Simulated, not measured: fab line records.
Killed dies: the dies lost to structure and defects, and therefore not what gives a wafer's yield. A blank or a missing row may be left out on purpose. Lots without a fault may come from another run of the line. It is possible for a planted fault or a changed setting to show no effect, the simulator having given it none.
Split-lot experiment    flow n5Finfet    route with 1938 steps; 7 lots, 39 wafers read

== THE SPLIT ITSELF ==
At N5_BEOL_M1_ETCH_70 (etches SOC in N2/H2, target depth 80 nm, overetch 16 nm, time 120 s), the setting timeS was moved away from the recipe's 120 s on 12 of the 39 wafers read, by +34.6% to +56.7%. For the rest of the wafers, this setting stayed at what the recipe calls for.

== FROM THE SPLIT TO THE READING: what the file shows between them, 2 steps ==
- N5_BEOL_M1_STRIP_71: strips in N2/H2
- N5_BEOL_M1_STRIP_78: strips in N2/H2

== THE READING ==
BEOL_M1.cdNm (the simulator's own value, which no gauge read), in nm, at N5_BEOL_M1_VIA_ETCH_34 (etches the open film in C4F6/O2, target depth 67.8 nm, time 64.4 s). No usual value for it is given in the file. Across the 27 wafers here that went through the recipe, the average is 17.8 nm and the standard deviation 0.21 nm.

wafer   tool, chamber at the split  timeS as run, s  against the recipe  BEOL_M1.cdNm, nm  against lot-mates on the recipe
L074.1  rieDiel-06, 3               120              recipe              17.8              -
L074.5  rieDiel-06, 1,2,2,3,1       120              recipe              17.8              -
L074.2  rieDiel-06, 1,2,2,3,1       120              recipe              17.4              -
L074.3  rieDiel-06, 1,2,2,3,1       120              recipe              17.6              -
L074.4  rieDiel-06, 1,2,2,3,1       120              recipe              17.6              -
L074.6  rieDiel-06, 1,2,2,3,1       120              recipe              17.6              -
L075.1  rieDiel-01, 3,0,1           120              recipe              17.8              -
L075.3  rieDiel-01, 3,0,1           120              recipe              17.8              -
L075.5  rieDiel-01, 3,0,1           120              recipe              17.8              -
L075.2  rieDiel-01, 2               188              +56.7%              19                +1.2
L075.4  rieDiel-01, 1,0             188              +56.7%              19.4              +1.6
L075.6  rieDiel-01, 1,0             188              +56.7%              19.2              +1.4
L076.1  rieDiel-06, 1,0             161.5            +34.6%              18.4              +0.7
L076.2  rieDiel-06, 1,0             161.5            +34.6%              18.4              +0.7
L076.3  rieDiel-06, 3               161.5            +34.6%              18.6              +0.9
L076.4  rieDiel-06, 3               120              recipe              17.6              -
L076.6  rieDiel-06, 0,1             120              recipe              17.6              -
L076.5  rieDiel-06, 0,1             120              recipe              17.8              -
L078.1  rieDiel-04, 1               187              +55.8%              19.2              +1.3
L078.6  rieDiel-04, 2,0             187              +55.8%              19.2              +1.3
L078.2  rieDiel-04, 3,0,3           120              recipe              17.8              -
L078.3  rieDiel-04, 3,0,3           120              recipe              18                -
L078.5  rieDiel-04, 3,0,3           120              recipe              18                -
L078.4  rieDiel-04, 2,0             187              +55.8%              19                +1.1
L079.2  rieDiel-06, 0               120              recipe              18                -
L079.5  rieDiel-06, 3,0             120              recipe              18                -
L079.6  rieDiel-06, 3,0             120              recipe              18                -
L083.1  rieDiel-01, 0,1,0           120              recipe              17.8              -
L083.2  rieDiel-01, 3,2             166.8            +39.0%              18.8              +1.1
L083.3  rieDiel-01, 3,2             166.8            +39.0%              18.8              +1.1
L083.4  rieDiel-01, 0,1,0           120              recipe              17.6              -
L083.6  rieDiel-01, 0,1,0           120              recipe              17.6              -
L083.5  rieDiel-01, 1               166.8            +39.0%              18.6              +0.9
L087.1  rieDiel-01, 0,1,2,2         120              recipe              17.8              -
L087.3  rieDiel-01, 0,1,2,2         120              recipe              17.8              -
L087.4  rieDiel-01, 0,1,2,2         120              recipe              17.8              -
L087.6  rieDiel-01, 0,1,2,2         120              recipe              17.8              -
L087.2  rieDiel-01, 3               120              recipe              18.2              -
L087.5  rieDiel-01, 3               120              recipe              18.4              -
The file does not say which wafer passed through which chamber wherever a row lists several chambers: such a row stands for several wafers.

FIT RESULTS
A straight line over all 39 wafers: BEOL_M1.cdNm changes by +0.0235 nm for each +1% of timeS; r = +0.94; the points scatter about the line by 0.19 nm.
The same after taking each lot's own level away (the mean of its wafers on the recipe; 39 wafers): +0.0238 nm for each +1%; r = +0.96; scatter 0.15 nm.
On that fit, the largest move of timeS shifts the reading by 1.3 nm.
The lots' own levels span 17.63 to 18.00 nm, that is 1.8 times the standard deviation above.
Consequently the slope shifts little with the lot-to-lot level, the two slopes agreeing.
Check: for one of the wafers moved furthest among these (+56.7%), held out of the fit, the line's prediction against its lot-mates is +1.37 nm. It came out at +1.2 nm against them.

== THESE WAFERS: OTHER SPLITS ==
Other splits were also applied to these wafers ahead of the reading. Each is held against what the fit with the lots' levels taken away leaves over:
other split on the same wafers         wafers away from the commonest value  r with BEOL_M1.cdNm (lot level and that fit taken away)
N5_FIN_SAQP_SPACER2_ALD_28 targetThkA  12                                    -0.15
N5_SD_EPI_P_EPI_21 timeS               15                                    -0.22
N5_MOL_CONTACT_COAG_ALD_133 aldCycles  15                                    +0.01

== THE WHOLE CHAIN: every reading that the file lists as answering this split, in the file's order ==
step                    what it does                                                         reading                                                                          change (the file's fit)                 r (the file's)
N5_BEOL_M1_ETCH_70      etches SOC in N2/H2, target depth 80 nm, overetch 16 nm, time 120 s  SiARC_of_BEOL_M1_COAT_68.thkNm (the simulator's own value, which no gauge read)  -0.0571 nm for each +1% of the setting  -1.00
N5_BEOL_M1_VIA_ETCH_34  etches the open film in C4F6/O2, target depth 67.8 nm, time 64.4 s   BEOL_M1.cdNm (the simulator's own value, which no gauge read)                    +0.0238 nm for each +1% of the setting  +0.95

== FILE'S OWN FIT ==
BEOL_M1.cdNm changes by +0.0238 nm for each +1% of timeS, r = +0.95.
